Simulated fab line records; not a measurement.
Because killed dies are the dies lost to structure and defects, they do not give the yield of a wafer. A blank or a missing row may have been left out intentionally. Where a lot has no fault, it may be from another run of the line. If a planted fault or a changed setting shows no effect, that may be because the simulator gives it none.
fab line records -- flow n5_finfet
[record] lots = 10, wafers = 30, last_day = 17
route steps=1938 shown BEOL_M3@1012 BEOL_M4@1022 PASSIVATION@1936
lots that met no fault: taken from a fault-free run of the same line
start_h: hours from the record's opening day to when the first of the lot's shown wafers began -- wait_h: hours from the lot's prior step to this one -- " the same as in the row above -- L1.1+2: one row covering several wafers at once -- - no value, or no start was given -- * or withheld: withheld -- < > ~ a bound
route shown NAME@n: a module of which the file shows steps, and the number in the route of the first -- usual: mean and standard deviation over wafers with no fault -- same: alike in all rows -- chamber/n: place in a boat -- sites: readings site by site -- _std_site: standard deviation across them -- _edge_site: outer sites' mean less inner sites' -- radius_mm: for every site, how far away it sits from the centre of the wafer -- mask NAME#n: copy n -- behind: tool/chamber where the wafer was last shaped -- hold: why the lot was held/for how many hours/how that ended -- device: transistor that didn't switch, given as n, p or np -- end of line: the same wafers' tests at the end of the route -- a step given without rows: its recipe and nothing more -- killed: dies lost to structure and defects at the first sort, not the wafer's yield -- map: a wafer's dies, marking killed ones x, the rest . and places with no die _
set.NAME: the setting the step ran with; set.NAME@STEP: the setting that earlier step ran with -- model.NAME: the simulator's own value behind a step, which no gauge read
the route's steps for a sample of lots (tables are steps, rows are wafers)
services: when a tool's chamber went out of use (start_h, in hours from the record's first day, below 0 if earlier), for how many hours, and the reason
[[steps]]
[step N5_BEOL_M3_ANNEAL_51]
[recipe] temp_c = 225, time_s = 90, ambient = N2
[usual] wafer_temp_C_max = 226.2/0.38
lot.wafer,tool,chamber,start_h,wait_h,wafer_temp_C_max
L872.1,rtp_anneal-01,0,165.15,0.1,226.1
L872.4,rtp_anneal-01,0,165.15,0.1,226.5
L872.6,rtp_anneal-01,0,165.15,0.1,226.6
L873.1,rtp_anneal-01,0,167.27,0.1,226.5
L873.3,rtp_anneal-01,0,167.27,0.1,226.3
L873.6,rtp_anneal-01,0,167.27,0.1,226.4
L878.1,rtp_anneal-01,0,221.39,0.1,226.4
L878.2,rtp_anneal-01,0,221.39,0.1,226.2
L878.4,rtp_anneal-01,0,221.39,0.1,226.2
L879.1,rtp_anneal-02,0,227.02,0.1,226.1
L879.3,rtp_anneal-02,0,227.02,0.1,225.5
L879.6,rtp_anneal-02,0,227.02,0.1,225.8
L884.1,rtp_anneal-01,0,241.29,0.1,226.3
L884.5,rtp_anneal-01,0,241.29,0.1,226.1
L884.6,rtp_anneal-01,0,241.29,0.1,226.3
L885.1,rtp_anneal-01,0,242.04,0.1,226.1
L885.3,rtp_anneal-01,0,242.04,0.1,226.2
L885.5,rtp_anneal-01,0,242.04,0.1,226.4
L886.2,rtp_anneal-01,0,267.32,0.1,226.3
L886.3,rtp_anneal-01,0,267.32,0.1,226.9
L886.4,rtp_anneal-01,0,267.32,0.1,226.6
L889.2,rtp_anneal-01,0,273.22,0.1,226.6
L889.5,rtp_anneal-01,0,273.22,0.1,226.9
L889.6,rtp_anneal-01,0,273.22,0.1,226.4
L888.2,rtp_anneal-02,0,275.28,0.1,225.8
L888.4,rtp_anneal-02,0,275.28,0.1,225.8
L888.6,rtp_anneal-02,0,275.28,0.1,225.9
L890.1,rtp_anneal-02,0,287.59,0.1,225.4
L890.3,rtp_anneal-02,0,287.59,0.1,225.7
L890.4,rtp_anneal-02,0,287.59,0.1,225.4
[step N5_BEOL_M3_PRE_CLEAN_60]
[recipe] gas = NH3/H2, time_s = 15, temp_c = *, rf_power_w = 300
[usual] heater_power_w = 97/35, susceptor_temp_C = *
lot.wafer,tool,chamber,start_h,wait_h,heater_power_w,susceptor_temp_C
L872.1,cvd_co-01,0,165.79,0.0,129,*
L872.4,cvd_co-01,0,165.79,0.0,130,*
L872.6,cvd_co-01,1,165.79,0.0,127,*
L873.1,cvd_co-01,2,168.00,0.1,55,*
L873.3,cvd_co-01,0,168.00,0.1,130,*
L873.6,cvd_co-01,0,168.00,0.1,133,*
L878.1,cvd_co-01,2,222.02,0.0,54,*
L878.2,cvd_co-01,1,222.02,0.0,124,*
L878.4,cvd_co-01,0,222.02,0.0,130,*
L879.1,cvd_co-01,0,227.66,0.0,132,*
L879.3,cvd_co-01,1,227.66,0.0,128,*
L879.6,cvd_co-01,2,227.66,0.0,54,*
L884.1,cvd_co-01,1,241.92,0.0,126,*
L884.5,cvd_co-01,2,241.92,0.0,54,*
L884.6,cvd_co-01,1,241.92,0.0,122,*
L885.1,cvd_co-02,1,242.67,0.0,52,*
L885.3,cvd_co-02,0,242.67,0.0,132,*
L885.5,cvd_co-02,1,242.67,0.0,53,*
L886.2,cvd_co-01,2,267.91,0.0,54,*
L886.3,cvd_co-01,1,267.91,0.0,125,*
L886.4,cvd_co-01,2,267.91,0.0,55,*
L889.2,cvd_co-01,1,273.82,0.0,124,*
L889.5,cvd_co-01,0,273.82,0.0,127,*
L889.6,cvd_co-01,1,273.82,0.0,126,*
L888.2,cvd_co-01,2,275.86,0.0,55,*
L888.4,cvd_co-01,0,275.86,0.0,133,*
L888.6,cvd_co-01,2,275.86,0.0,55,*
L890.1,cvd_co-02,0,288.22,0.0,133,*
L890.3,cvd_co-02,1,288.22,0.0,53,*
L890.4,cvd_co-02,0,288.22,0.0,134,*
[step N5_BEOL_M3_CO_CAP_55]
[recipe] material = Co, target_thk_a = 20, temp_c = 200, precursor = CCTBA/H2, pressure_torr = 30, time_s = 102.1
[usual] chamber_pressure_Torr = 30.00/0.069, heater_power_outer_w = 135/23, heater_power_w = 251/43, susceptor_temp_C = 199.99/0.15
lot.wafer,tool,chamber,start_h,wait_h,chamber_pressure_Torr,heater_power_outer_w,heater_power_w,susceptor_temp_C
L872.1,cvd_co-01,0,165.83,0.0,30.01,155,288,200.30
L872.4,cvd_co-01,0,165.83,0.0,29.92,160,285,199.96
L872.6,cvd_co-01,1,165.83,0.0,30.03,156,287,200.04
L873.1,cvd_co-01,2,168.04,0.0,29.94,105,201,199.97
L873.3,cvd_co-01,0,168.04,0.0,30.02,159,291,199.90
L873.6,cvd_co-01,0,168.04,0.0,29.94,159,296,199.83
L878.1,cvd_co-01,2,222.06,0.0,-,-,-,-
L878.2,cvd_co-01,1,222.06,0.0,-,-,-,-
L878.4,cvd_co-01,0,222.06,0.0,-,-,-,-
L879.1,cvd_co-01,0,227.70,0.0,-,-,-,-
L879.3,cvd_co-01,1,227.70,0.0,-,-,-,-
L879.6,cvd_co-01,2,227.70,0.0,-,-,-,-
L884.1,cvd_co-01,1,241.96,0.0,30.07,154,287,200.12
L884.5,cvd_co-01,2,241.96,0.0,30.05,107,196,200.03
L884.6,cvd_co-01,1,241.96,0.0,29.99,159,286,199.79
L885.1,cvd_co-02,1,242.71,0.0,29.80,102,196,200.09
L885.3,cvd_co-02,0,242.71,0.0,29.94,155,297,199.87
L885.5,cvd_co-02,1,242.71,0.0,30.01,108,197,199.88
L886.2,cvd_co-01,2,267.95,0.0,29.90,107,197,199.96
L886.3,cvd_co-01,1,267.95,0.0,30.15,156,288,200.38
L886.4,cvd_co-01,2,267.95,0.0,29.95,105,201,199.97
L889.2,cvd_co-01,1,273.86,0.0,29.92,157,290,199.96
L889.5,cvd_co-01,0,273.86,0.0,29.95,154,288,200.28
L889.6,cvd_co-01,1,273.86,0.0,30.01,155,286,199.91
L888.2,cvd_co-01,2,275.90,0.0,30.14,104,198,199.94
L888.4,cvd_co-01,0,275.90,0.0,29.98,155,284,199.93
L888.6,cvd_co-01,2,275.90,0.0,30.05,102,199,200.05
L890.1,cvd_co-02,0,288.26,0.0,30.06,153,294,199.81
L890.3,cvd_co-02,1,288.26,0.0,30.10,106,193,199.78
L890.4,cvd_co-02,0,288.26,0.0,30.00,154,294,199.81
[step N5_BEOL_M4_THK_MEAS_01]
[recipe] reads = SiOC_of_BEOL_M4_ILD_DEP_00
[usual] M4_ILD_THK = 78.8/1.3
lot.wafer,tool,chamber,start_h,wait_h,M4_ILD_THK[nm]
L872.1,film_metro-01,-,166.15,0.0,81.3
L872.4,film_metro-01,-,166.15,0.0,81.2
L872.6,film_metro-01,-,166.15,0.0,80.9
L873.1,film_metro-01,-,168.35,0.0,78.4
L873.3,film_metro-01,-,168.35,0.0,78.3
L873.6,film_metro-01,-,168.35,0.0,80.5
L878.1,film_metro-02,-,222.37,0.0,78.4
L878.2,film_metro-02,-,222.37,0.0,77.4
L878.4,film_metro-02,-,222.37,0.0,78.0
L879.1,film_metro-02,-,228.04,0.1,77.3
L879.3,film_metro-02,-,228.04,0.1,79.9
L879.6,film_metro-02,-,228.04,0.1,79.3
L884.1,film_metro-01,-,242.27,0.0,77.7
L884.5,film_metro-01,-,242.27,0.0,78.9
L884.6,film_metro-01,-,242.27,0.0,79.0
L885.1,film_metro-02,-,243.02,0.0,77.6
L885.3,film_metro-02,-,243.02,0.0,76.1
L885.5,film_metro-02,-,243.02,0.0,77.9
L886.2,film_metro-02,-,268.29,0.1,78.1
L886.3,film_metro-02,-,268.29,0.1,77.1
L886.4,film_metro-02,-,268.29,0.1,79.0
L889.2,film_metro-01,-,274.17,0.1,77.3
L889.5,film_metro-01,-,274.17,0.1,78.3
L889.6,film_metro-01,-,274.17,0.1,78.7
L888.2,film_metro-02,-,276.22,0.1,78.4
L888.4,film_metro-02,-,276.22,0.1,79.9
L888.6,film_metro-02,-,276.22,0.1,79.6
L890.1,film_metro-01,-,288.57,0.0,76.9
L890.3,film_metro-01,-,288.57,0.0,78.2
L890.4,film_metro-01,-,288.57,0.0,77.2
[step N5_BEOL_M4_RC_MEAS_101]
[usual] DIBL_N = 36.2/1.7, DIBL_P = 36.2/2.2, IOFF_N = 0.16/0.035, IOFF_P = 0.21/0.042, ION_N = 673/13, ION_P = 462/7.9, SS_N = 71.4/0.59, SS_P = 73.2/0.7, VT_N = 250/3.6, VT_P = -251/3.5
lot.wafer,tool,chamber,start_h,wait_h,DIBL_N[mV/V],DIBL_P[mV/V],IOFF_N[nA/um],IOFF_P[nA/um],ION_N[uA/um],ION_P[uA/um],SS_N[mV/dec],SS_P[mV/dec],VT_N[mV],VT_P[mV]
L872.1,prober-02,0,175.22,0.0,36.6,37.7,0.20,0.26,688,468,72.1,73.4,243,-246
L872.4,prober-02,0,175.22,0.0,39.1,41.7,0.27,0.34,713,482,71.7,74.9,240,-244
L872.6,prober-02,0,175.22,0.0,39.0,41.1,0.27,0.34,696,476,72.7,74.9,240,-243
L873.1,prober-02,0,178.17,0.0,35.5,34.9,0.14,0.19,667,464,70.9,73.4,251,-251
L873.3,prober-02,0,178.17,0.0,34.1,33.8,0.12,0.18,673,467,70.8,72.8,250,-254
L873.6,prober-02,0,178.17,0.0,36.4,35.9,0.17,0.21,689,467,71.2,72.6,247,-250
L878.1,prober-01,0,233.47,0.0,38.1,38.7,0.19,0.24,695,468,72.1,73.9,248,-246
L878.2,prober-01,0,233.47,0.0,37.1,37.4,0.17,0.22,678,464,72.0,73.7,250,-250
L878.4,prober-01,0,233.47,0.0,38.6,39.1,0.19,0.25,681,466,72.6,74.6,245,-246
L879.1,prober-01,0,237.61,0.0,36.3,36.0,0.15,0.20,673,459,71.0,73.7,253,-253
L879.3,prober-01,0,237.61,0.0,38.6,38.3,0.20,0.24,670,456,71.4,74.2,248,-251
L879.6,prober-01,0,237.61,0.0,37.6,36.5,0.17,0.21,671,462,72.3,73.1,248,-250
L884.1,prober-02,0,250.91,0.0,36.0,36.3,0.17,0.21,684,466,71.8,73.6,251,-251
L884.5,prober-02,0,250.91,0.0,33.5,33.6,0.12,0.18,668,463,70.9,72.8,255,-253
L884.6,prober-02,0,250.91,0.0,37.8,38.1,0.20,0.26,684,464,71.9,74.1,247,-247
L885.1,prober-02,0,253.65,0.0,34.7,33.5,0.11,0.16,652,449,70.9,72.8,255,-254
L885.3,prober-02,0,253.65,0.0,32.8,31.6,0.10,0.13,648,441,70.4,72.4,258,-256
L885.5,prober-02,0,253.65,0.0,34.0,32.5,0.11,0.15,664,447,70.9,72.4,254,-256
L886.2,prober-02,0,277.09,0.2,36.2,35.5,0.16,0.21,670,465,71.2,73.1,251,-249
L886.3,prober-02,0,277.09,0.2,35.4,35.1,0.16,0.21,677,468,71.6,73.0,249,-249
L886.4,prober-02,0,277.09,0.2,36.9,37.5,0.17,0.24,676,462,72.2,73.1,249,-249
L889.2,prober-02,0,284.14,0.2,36.3,37.8,0.16,0.21,675,458,70.9,73.4,251,-251
L889.5,prober-02,0,284.14,0.2,35.5,35.8,0.14,0.19,671,461,70.7,73.3,252,-251
L889.6,prober-02,0,284.14,0.2,34.4,34.4,0.12,0.16,667,454,71.0,73.1,253,-254
L888.2,prober-01,0,287.95,0.2,35.2,34.0,0.13,0.18,668,460,71.4,72.7,250,-253
L888.4,prober-01,0,287.95,0.2,37.4,36.2,0.18,0.22,685,467,71.3,72.8,245,-251
L888.6,prober-01,0,287.95,0.2,36.4,34.2,0.15,0.19,661,455,70.8,73.1,249,-252
L890.1,prober-01,0,302.20,0.0,37.8,37.2,0.16,0.25,669,459,71.8,73.6,247,-247
L890.3,prober-01,0,302.20,0.0,36.2,34.0,0.12,0.19,673,462,71.5,72.6,255,-251
L890.4,prober-01,0,302.20,0.0,37.1,34.9,0.15,0.21,675,470,70.9,72.3,249,-249
[step N5_PASSIVATION_PROBE_49]
[usual] defect_limited_yield = 91.4/1.4, killed_at_M0_to_M3 = 31/10, killed_at_M4_up = 14/5.6, killed_at_contacts = 13/6.3, killed_at_front_end = 39/10, killed_at_other = 4/3.1, killed_dies = 101/16, killed_open = 65/13, killed_short = 34/7.2, sort_bin_5_function = 5.1/0.88, sort_bin_6_memory = 3.2/0.66, sort_n_pass = 1079/16, sort_yield_pct = 91.4/1.4
[same] gross_dies = 1180, killed_at_back_side = 0, sort_bin_4_leakage[%] = 0, sort_bin_8_speed[%] = 0
lot.wafer,tool,chamber,start_h,wait_h,defect_limited_yield[%],killed_at_M0_to_M3,killed_at_M4_up,killed_at_contacts,killed_at_front_end,killed_at_other,killed_dies,killed_open,killed_short,sort_bin_5_function[%],sort_bin_6_memory[%],sort_n_pass,sort_yield_pct[%]
L872.1,prober-01,-,284.85,0.0,89.1,17,19,5,83,5,129,80,42,5.7,4.2,1051,89.1
L872.4,prober-01,-,285.00,0.2,86.8,47,22,27,56,4,156,113,42,7.9,4.7,1024,86.8
L872.6,prober-01,-,285.10,0.3,91.5,17,16,18,46,3,100,69,28,4.6,3.3,1080,91.5
L873.1,prober-02,-,286.84,0.0,90.8,44,16,5,34,10,109,74,35,6.5,2.6,1071,90.8
L873.3,prober-02,-,286.94,0.1,90.3,43,32,12,22,5,114,80,32,5.8,3.6,1066,90.3
L873.6,prober-02,-,287.09,0.3,91.8,32,20,12,28,5,97,62,35,4.7,3.2,1083,91.8
L878.1,prober-02,-,332.68,0.1,90.6,58,4,8,38,3,111,66,44,5.3,3.7,1069,90.6
L878.2,prober-02,-,332.73,0.1,92.7,34,9,5,37,1,86,50,34,4.1,2.9,1094,92.7
L878.4,prober-02,-,332.83,0.2,93.1,33,10,12,24,2,81,46,34,4.2,2.5,1099,93.1
L885.1,prober-02,-,361.99,0.0,91.6,16,15,25,43,0,99,63,36,4.5,3.6,1081,91.6
L885.3,prober-02,-,362.09,0.1,93.1,25,13,6,32,5,81,50,29,4.5,2.2,1099,93.1
L885.5,prober-02,-,362.19,0.2,90.8,24,18,21,44,1,108,67,39,5.1,3.6,1072,90.8
L884.1,prober-01,-,362.12,0.0,92.0,21,21,15,36,1,94,57,33,4.5,3.2,1086,92.0
L884.5,prober-01,-,362.32,0.2,91.9,30,17,13,33,3,96,65,29,4.9,2.6,1084,91.9
L884.6,prober-01,-,362.37,0.3,92.1,22,20,15,36,0,93,64,26,5.2,2.5,1087,92.1
L886.2,prober-02,-,388.07,0.1,90.3,36,8,14,44,13,115,80,35,5.6,3.8,1065,90.3
L886.3,prober-02,-,388.12,0.1,90.9,40,9,18,37,3,107,68,38,5.5,3.6,1073,90.9
L886.4,prober-02,-,388.17,0.2,89.5,35,12,27,45,5,124,80,43,6.2,3.8,1056,89.5
L890.1,prober-02,-,405.17,0.0,92.3,29,13,19,29,1,91,47,42,4.7,2.9,1089,92.3
L890.3,prober-02,-,405.27,0.1,92.3,28,12,10,36,5,91,56,30,4.2,2.6,1089,92.3
L890.4,prober-02,-,405.32,0.2,91.0,31,20,8,41,6,106,64,39,5.8,2.7,1074,91.0
// killed by level:class
L872.1 FIN_SAQP:geometric_particle:open=27 STI_FIN_REVEAL:geometric_particle:open=21 FIN_SAQP:geometric_particle:short=15 BEOL_M0_SAQP:geometric_particle:short=7 BEOL_M4:geometric_particle:open=7 BEOL_M4:geometric_particle:short=4 HKMG_FIN:area_etch=4 MOL_CONTACT_COAG:geometric_particle:open=3
L872.4 STI_FIN_REVEAL:geometric_particle:open=34 MOL_CONTACT_COAG:geometric_particle:open=19 BEOL_M1:geometric_particle:open=10 MOL_CONTACT_COAG:geometric_particle:short=8 BEOL_M0_SAQP:geometric_particle:open=7 BEOL_M1:geometric_particle:short=7 FIN_SAQP:geometric_particle:open=6 STI_FIN_REVEAL:geometric_particle:short=6
L872.6 FIN_SAQP:geometric_particle:open=13 MOL_CONTACT_COAG:geometric_particle:open=13 STI_FIN_REVEAL:geometric_particle:open=10 BEOL_M3:geometric_particle:open=8 MOL_CONTACT_COAG:geometric_particle:short=5 GATE_CUT:geometric_particle:short=4 BEOL_M4:geometric_particle:open=4 FIN_SAQP:geometric_particle:short=3
L873.1 BEOL_M3:geometric_particle:open=10 BEOL_M2:geometric_particle:open=9 DUMMY_GATE:geometric_particle:open=9 BEOL_M0_SAQP:geometric_particle:short=8 BEOL_M0_SAQP:geometric_particle:open=8 BEOL_M4:geometric_particle:short=6 BEOL_M1:geometric_particle:open=6 FIN_SAQP:geometric_particle:open=5
L873.3 BEOL_M4:geometric_particle:open=21 BEOL_M2:geometric_particle:open=14 BEOL_M0_SAQP:geometric_particle:short=10 MOL_CONTACT_COAG:geometric_particle:open=9 BEOL_M3:geometric_particle:open=7 STI_FIN_REVEAL:geometric_particle:open=5 STARTING-WAFER:geometric_particle:open=4 FIN_SAQP:geometric_particle:short=3
L873.6 BEOL_M4:geometric_particle:open=14 MOL_CONTACT_COAG:geometric_particle:open=7 BEOL_M0_SAQP:geometric_particle:short=7 STI_FIN_REVEAL:geometric_particle:open=6 BEOL_M0_SAQP:geometric_particle:open=6 MOL_CONTACT_COAG:geometric_particle:short=5 BEOL_M3:geometric_particle:open=5 BEOL_M3:geometric_particle:short=4
L878.1 BEOL_M0_SAQP:geometric_particle:short=26 BEOL_M0_SAQP:geometric_particle:open=22 FIN_SAQP:geometric_particle:short=7 FIN_SAQP:geometric_particle:open=7 MOL_CONTACT_COAG:geometric_particle:open=7 STI_FIN_REVEAL:geometric_particle:open=6 DUMMY_GATE:geometric_particle:open=6 DUMMY_GATE:geometric_particle:short=3
L878.2 BEOL_M0_SAQP:geometric_particle:short=13 BEOL_M0_SAQP:geometric_particle:open=10 FIN_SAQP:geometric_particle:open=8 DUMMY_GATE:geometric_particle:open=8 FIN_SAQP:geometric_particle:short=7 MOL_CONTACT_COAG:geometric_particle:open=5 BEOL_M3:geometric_particle:open=5 BEOL_M1:geometric_particle:open=4
L878.4 BEOL_M0_SAQP:geometric_particle:short=13 MOL_CONTACT_COAG:geometric_particle:open=9 BEOL_M2:geometric_particle:open=7 FIN_SAQP:geometric_particle:short=4 DUMMY_GATE:geometric_particle:open=4 BEOL_M0_SAQP:geometric_particle:open=4 GATE_CUT:geometric_particle:short=3 MOL_CONTACT_COAG:geometric_particle:short=3
L885.1 MOL_CONTACT_COAG:geometric_particle:open=19 FIN_SAQP:geometric_particle:short=9 BEOL_M4:geometric_particle:open=9 FIN_SAQP:geometric_particle:open=8 GATE_CUT:geometric_particle:short=8 MOL_CONTACT_COAG:geometric_particle:short=6 BEOL_M0_SAQP:geometric_particle:open=5 STARTING-WAFER:geometric_particle:open=5
L885.3 BEOL_M2:geometric_particle:open=7 FIN_SAQP:geometric_particle:short=6 MOL_CONTACT_COAG:geometric_particle:open=6 GATE_CUT:geometric_particle:short=5 BEOL_M0_SAQP:geometric_particle:open=5 BEOL_M0_SAQP:geometric_particle:short=5 BEOL_M4:geometric_particle:open=5 FIN_SAQP:geometric_particle:open=4
L884.1 MOL_CONTACT_COAG:geometric_particle:open=10 BEOL_M4:geometric_particle:open=8 DUMMY_GATE:geometric_particle:short=6 DUMMY_GATE:geometric_particle:open=6 GATE_CUT:geometric_particle:short=6 BEOL_M0_SAQP:geometric_particle:open=6 MOL_CONTACT_COAG:geometric_particle:short=5 BEOL_M3:geometric_particle:short=5
L885.5 MOL_CONTACT_COAG:geometric_particle:open=20 FIN_SAQP:geometric_particle:short=17 BEOL_M4:geometric_particle:open=9 BEOL_M0_SAQP:geometric_particle:short=8 FIN_SAQP:geometric_particle:open=6 GATE_CUT:geometric_particle:short=6 BEOL_M0_SAQP:geometric_particle:open=6 BEOL_M2:geometric_particle:open=6
L884.5 MOL_CONTACT_COAG:geometric_particle:open=10 FIN_SAQP:geometric_particle:open=9 BEOL_M0_SAQP:geometric_particle:open=7 BEOL_M0_SAQP:geometric_particle:short=7 BEOL_M1:geometric_particle:open=6 BEOL_M5:geometric_particle:open=6 FIN_SAQP:geometric_particle:short=4 STI_FIN_REVEAL:geometric_particle:open=4
L884.6 BEOL_M4:geometric_particle:open=11 MOL_CONTACT_COAG:geometric_particle:open=10 FIN_SAQP:geometric_particle:open=8 DUMMY_GATE:geometric_particle:open=6 BEOL_M3:geometric_particle:short=6 MOL_CONTACT_COAG:geometric_particle:short=5 BEOL_M0_SAQP:geometric_particle:open=5 BEOL_M3:geometric_particle:open=5
L886.2 MOL_CONTACT_COAG:geometric_particle:open=13 FIN_SAQP:geometric_particle:short=11 FIN_SAQP:geometric_particle:open=11 BEOL_M3:geometric_particle:open=8 STI_FIN_REVEAL:geometric_particle:open=8 BEOL_M0_SAQP:geometric_particle:short=7 BEOL_M2:geometric_particle:open=6 BEOL_M1:geometric_particle:open=5
L886.3 MOL_CONTACT_COAG:geometric_particle:open=14 FIN_SAQP:geometric_particle:short=13 BEOL_M0_SAQP:geometric_particle:open=8 FIN_SAQP:geometric_particle:open=7 DUMMY_GATE:geometric_particle:open=7 BEOL_M0_SAQP:geometric_particle:short=7 BEOL_M1:geometric_particle:open=7 BEOL_M3:geometric_particle:open=5
L886.4 MOL_CONTACT_COAG:geometric_particle:open=24 FIN_SAQP:geometric_particle:open=9 FIN_SAQP:geometric_particle:short=9 STI_FIN_REVEAL:geometric_particle:open=9 BEOL_M1:geometric_particle:open=7 STI_FIN_REVEAL:geometric_particle:short=5 BEOL_M0_SAQP:geometric_particle:short=5 BEOL_M3:geometric_particle:open=5
L890.1 MOL_CONTACT_COAG:geometric_particle:open=13 BEOL_M0_SAQP:geometric_particle:short=9 GATE_CUT:geometric_particle:short=8 BEOL_M3:geometric_particle:open=7 MOL_CONTACT_COAG:geometric_particle:short=6 DUMMY_GATE:geometric_particle:open=5 FIN_SAQP:geometric_particle:open=4 BEOL_M6:geometric_particle:open=4
L890.3 FIN_SAQP:geometric_particle:short=12 BEOL_M0_SAQP:geometric_particle:open=10 MOL_CONTACT_COAG:geometric_particle:open=9 BEOL_M4:geometric_particle:open=6 BEOL_M1:geometric_particle:open=5 HKMG_FIN:area_etch=5 BEOL_M0_SAQP:geometric_particle:short=4 DUMMY_GATE:geometric_particle:open=3
L890.4 FIN_SAQP:geometric_particle:open=8 BEOL_M3:geometric_particle:open=8 FIN_SAQP:geometric_particle:short=7 GATE_CUT:geometric_particle:short=6 MOL_CONTACT_COAG:geometric_particle:open=6 BEOL_M2:geometric_particle:open=6 STARTING-WAFER:geometric_particle:open=6 BEOL_M3:geometric_particle:short=5
[[services]]
tool,chamber,start_h,hours,kind
cvd_co-02,2,166.16,9.0,repair
cvd_co-02,2,235.07,3.4,repair
cvd_co-01,0,252.59,8.9,repair
cvd_co-02,1,258.73,4.7,repair
cvd_co-02,-,262.55,6.0,pm
rtp_anneal-01,-,280.92,5.7,pm
[[key]]
[first_sign] step = N5_BEOL_M3_CO_CAP_55, reading = tool_record, direction = missing
effect none on later readings
met_at N5_BEOL_M3_CO_CAP_55
struck_lots L878,L879
not_acting_at N5_BEOL_M3_ANNEAL_51,N5_BEOL_M3_PRE_CLEAN_60,N5_BEOL_M4_THK_MEAS_01
onset_between 168.04 222.06
[fault] kind = skipped_step_whole, tool = cvd_co-01, chamber = -, onset_h = 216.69, steps = N5_BEOL_M3_CO_CAP_55, scope = struck_lots_only
